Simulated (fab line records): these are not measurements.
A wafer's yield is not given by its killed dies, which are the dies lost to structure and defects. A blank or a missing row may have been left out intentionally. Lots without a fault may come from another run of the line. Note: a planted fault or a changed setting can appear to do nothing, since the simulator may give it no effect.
Which tool is to blame?    flow nand harc    36 wafers from 12 lots sampled at 4 of the route's 1159 steps

WHAT THE GAUGES READ, wafer by wafer
The record holds no reading of a measuring or inspecting step that can be judged against a usual standard deviation.

TOOL THAT RAN EACH LOT (tool first, then ch and the chambers of the sampled wafers, then the start)
lot   NHARC_A_CONTACT_ETCH_50                        NHARC_A_CONTACT_ETCH_113              NHARC_A_CONTACT_ETCH_102            NHARC_A_CONTACT_DEP_58
L891  rie diel-12 ch 1,2, day 16 08:49 or earlier    har cap etch-01 ch 0,1, day 16 08:49  rie diel-04 ch 1,2, day 16 11:19    pecvd-01 ch 1,2, day 16 18:37
L890  rie diel-12 ch 0,1,2, day 16 12:32 or earlier  har cap etch-01 ch 0,1, day 16 12:32  rie diel-12 ch 0,2, day 16 14:38    pecvd-03 ch 0,1, day 16 20:13
L893  rie diel-04 ch 1,2,3, day 16 19:15 or earlier  har cap etch-02 ch 0,1, day 16 19:15  rie diel-04 ch 0,1,3, day 16 22:52  pecvd-03 ch 0,1,2, day 17 01:20
L895  rie diel-02 ch 1,2,3, day 17 22:08 or earlier  har cap etch-01 ch 0,1, day 17 22:08  rie diel-02 ch 0,1,2, day 18 00:08  pecvd-01 ch 0,2, day 18 06:05
L896  rie diel-12 ch 0,1,3, day 18 01:34 or earlier  har cap etch-03 ch 0,1, day 18 01:34  rie diel-02 ch 0,1,2, day 18 03:35  pecvd-01 ch 0,1, day 18 07:42
L898  rie diel-12 ch 0,1,2, day 18 10:46 or earlier  har cap etch-02 ch 0,1, day 18 10:46  rie diel-02 ch 0,2,3, day 18 12:53  pecvd-02 ch 0,2, day 18 16:18
L899  rie diel-12 ch 0,1,2, day 18 12:53 or earlier  har cap etch-01 ch 0,1, day 18 12:53  rie diel-04 ch 1,2,3, day 18 14:56  pecvd-03 ch 0,1,2, day 18 18:03
L902  rie diel-12 ch 0,1,3, day 19 04:17 or earlier  har cap etch-02 ch 0,1, day 19 04:17  rie diel-02 ch 1,2, day 19 06:37    pecvd-03 ch 0,2, day 19 09:04
L900  rie diel-12 ch 0,1,3, day 19 07:00 or earlier  har cap etch-03 ch 0, day 19 07:00    rie diel-02 ch 0,1,3, day 19 09:01  pecvd-02 ch 0,1, day 19 11:27
L910  rie diel-02 ch 0,1, day 21 14:21 or earlier    har cap etch-01 ch 0,1, day 21 14:21  rie diel-02 ch 0,2, day 21 16:55    pecvd-01 ch 0,1,2, day 21 19:33
L908  rie diel-02 ch 0,1,2, day 21 17:25 or earlier  har cap etch-02 ch 0,1, day 21 17:25  rie diel-04 ch 2,3, day 21 20:42    pecvd-01 ch 0,1,2, day 22 00:05
L913  rie diel-12 ch 0,1,2, day 22 06:21 or earlier  har cap etch-01 ch 0,1, day 22 06:21  rie diel-04 ch 0,2,3, day 22 08:29  pecvd-03 ch 0,1, day 22 11:25
- NHARC_A_CONTACT_ETCH_50: etches the open film in CF4/CHF3, target depth 84.7 nm, time 42.4 s.
- NHARC_A_CONTACT_ETCH_113: etches the open film in C4F8/O2/Ar, time 94 s, target depth 922 nm.
- NHARC_A_CONTACT_ETCH_102: etches the open film in CF4/O2, target depth 70 nm, overetch 7 nm, time 38.5 s.
- NHARC_A_CONTACT_DEP_58: deposits SiON, target thk 60 nm.

WHAT THE TOOLS THEMSELVES READ (means of the sampled wafers that have a number; where no wafer has one, the mark that the record gives instead)
NHARC_A_CONTACT_ETCH_50. Usual: drypump motor current A 5.65 A, standard deviation 0.27; oes product au 0.951 a.u., standard deviation 0.023; rf vpp V 370.7 V, standard deviation 1.9; showerhead plenum p Torr 1.57 Torr, standard deviation 0.054; throttle valve pct 16.804 %, standard deviation 0.0094.
lot   tool         drypump motor current A (A)  oes product au (a.u.)  rf vpp V (V)  showerhead plenum p Torr (Torr)  throttle valve pct (%)  flag
L891  rie diel-12  5.82                         0.963                  370.1         1.55                             16.805                  
L890  rie diel-12  5.72                         0.920                  370.4         1.57                             16.809                  
L893  rie diel-04  5.45                         0.945                  372.4         1.62                             16.798                  
L895  rie diel-02  5.64                         0.923                  370.9         1.58                             16.794                  
L896  rie diel-12  5.57                         0.962                  370.8         1.57                             16.807                  
L898  rie diel-12  5.73                         0.964                  371.3         1.57                             16.805                  
L899  rie diel-12  5.72                         0.964                  371.1         1.57                             16.800                  
L902  rie diel-12  5.55                         0.971                  371.0         1.57                             16.803                  
L900  rie diel-12  5.59                         0.925                  370.2         1.57                             16.811                  
L910  rie diel-02  5.68                         0.921                  371.8         1.61                             16.804                  
L908  rie diel-02  5.90                         0.922                  371.3         1.60                             16.808                  
L913  rie diel-12  5.72                         0.949                  370.9         1.57                             16.805                  

NHARC_A_CONTACT_ETCH_102. Usual: drypump motor current A 5.6 A, standard deviation 0.33; oes product au 0.999 a.u., standard deviation 0.0074; rf vpp V 197.9 V, standard deviation 1.3; showerhead plenum p Torr 1.34 Torr, standard deviation 0.048; throttle valve pct 13.398 %, standard deviation 0.0093.
lot   tool         drypump motor current A (A)  oes product au (a.u.)  rf vpp V (V)  showerhead plenum p Torr (Torr)  throttle valve pct (%)  flag
L891  rie diel-04  5.4                          0.996                  198.6         1.40                             13.399                  
L890  rie diel-12  5.6                          0.991                  197.9         1.36                             13.401                  
L893  rie diel-04  5.5                          0.991                  198.4         1.36                             13.399                  
L895  rie diel-02  5.9                          0.993                  199.3         1.37                             13.399                  
L896  rie diel-02  5.9                          0.991                  199.1         1.37                             13.396                  
L898  rie diel-02  5.6                          0.998                  198.5         1.37                             13.387                  
L899  rie diel-04  5.4                          0.998                  199.2         1.37                             13.397                  
L902  rie diel-02  5.9                          1.002                  198.5         1.34                             13.404                  
L900  rie diel-02  5.4                          1.001                  197.4         1.34                             13.391                  
L910  rie diel-02  5.8                          0.989                  199.7         1.39                             13.403                  
L908  rie diel-04  5.5                          1.003                  198.3         1.35                             13.400                  
L913  rie diel-04  5.4                          1.006                  198.1         1.32                             13.394                  

NHARC_A_CONTACT_DEP_58. Usual: heater power w 739 W, standard deviation 83; rf fwd power W 348.1 W, standard deviation 1.1.
lot   tool      heater power w (W)  rf fwd power W (W)  flag
L891  pecvd-01  763                 346.7               
L890  pecvd-03  698                 348.0               
L893  pecvd-03  729                 348.1               
L895  pecvd-01  738                 346.9               
L896  pecvd-01  735                 348.7               
L898  pecvd-02  769                 349.0               
L899  pecvd-03  766                 348.7               
L902  pecvd-03  726                 348.5               
L900  pecvd-02  730                 348.5               
L910  pecvd-01  780                 292.5               OFF
L908  pecvd-01  750                 291.8               OFF
L913  pecvd-03  682                 348.4               

THE ANSWER, worked out from the rows above alone
Rule: lot off if the mean of its wafers having a number is beyond 3 standard deviations from the usual mean. A lot without any number at a reading at which 4 lots or more have one is off too. All remaining lots with rows at the step are treated as sound. Order of review: gauges by route order, followed by the tools' own readings, for which a lot's mean as printed above is used. At the first step where some lot is off, the reading lying furthest off is the one used; lots without a number count as furthest.
Off at NHARC_A_CONTACT_DEP_58 (rf fwd power W): L910, L908.
If a tool, at that step or one of the process steps before it, ran each lot that is off and ran no sound lot following the first of them, it fits. Because NHARC_A_CONTACT_ETCH_50 lacks a start for some lots, the hours and order of its lots are taken from NHARC_A_CONTACT_ETCH_113. This does not decide it: 2 tools fit, namely rie diel-02 at NHARC_A_CONTACT_ETCH_50 and pecvd-01 at NHARC_A_CONTACT_DEP_58.

WHAT THE SIMULATOR HAD PUT IN
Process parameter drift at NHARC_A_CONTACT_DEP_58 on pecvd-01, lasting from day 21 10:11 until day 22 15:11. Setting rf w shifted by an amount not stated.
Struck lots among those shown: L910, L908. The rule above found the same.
